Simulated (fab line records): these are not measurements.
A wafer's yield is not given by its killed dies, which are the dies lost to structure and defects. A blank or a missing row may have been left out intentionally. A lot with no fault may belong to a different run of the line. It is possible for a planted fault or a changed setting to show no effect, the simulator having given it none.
Chamber matching / flow n5-finfet / N5_BEOL_M2_ETCH_69 on rie-diel-03 has 4 sister chambers
The step etches SiARC in CF4, target depth 15.6 nm, time 26 s. 4 wafers are shown with their chamber, then 10 later ones without.

## EACH WAFER AND ITS CHAMBER
wafer=L087.1; chamber=1; showerhead-plenum-p-Torr (Torr)=2.05
wafer=L089.1; chamber=0; showerhead-plenum-p-Torr (Torr)=2.19
wafer=L089.6; chamber=2; showerhead-plenum-p-Torr (Torr)=2.25
wafer=L090.4; chamber=3; showerhead-plenum-p-Torr (Torr)=2.12

## WAFERS WHOSE CHAMBER IS MISSING
wafer=L090.6; showerhead-plenum-p-Torr (Torr)=2.25
wafer=L091.1; showerhead-plenum-p-Torr (Torr)=2.25
wafer=L091.2; showerhead-plenum-p-Torr (Torr)=2.04
wafer=L091.6; showerhead-plenum-p-Torr (Torr)=2.04
wafer=L092.1; showerhead-plenum-p-Torr (Torr)=2.25
wafer=L092.2; showerhead-plenum-p-Torr (Torr)=2.12
wafer=L092.3; showerhead-plenum-p-Torr (Torr)=2.04
wafer=L094.1; showerhead-plenum-p-Torr (Torr)=2.04
wafer=L094.4; showerhead-plenum-p-Torr (Torr)=2.19
wafer=L094.6; showerhead-plenum-p-Torr (Torr)=2.12

## WHICH CHAMBER EACH ONE RAN IN
wafer=L090.6; from the rows above=2; in truth=2
wafer=L091.1; from the rows above=2; in truth=2
wafer=L091.2; from the rows above=1; in truth=1
wafer=L091.6; from the rows above=1; in truth=1
wafer=L092.1; from the rows above=2; in truth=2
wafer=L092.2; from the rows above=3; in truth=3
wafer=L092.3; from the rows above=1; in truth=1
wafer=L094.1; from the rows above=1; in truth=1
wafer=L094.4; from the rows above=0; in truth=0
wafer=L094.6; from the rows above=3; in truth=3
Placed correctly: 10 of 10. Can't be placed from these rows: 0. Placed wrongly: 0.
How it was worked out, from the rows above alone: a wafer's distance from a chamber is the root of the sum, over the readings, of the square of ((its reading less the chamber's mean) divided by the reading's scatter). If the next closest chamber is less than 2 further off than the closest, the wafer can't be placed; otherwise it belongs to the closest. For every chamber, the mean is computed from those of its wafers that are shown. The scatter: with one shown wafer a chamber, the root of the mean of the squares of how far each hidden wafer lies from its nearest shown one.
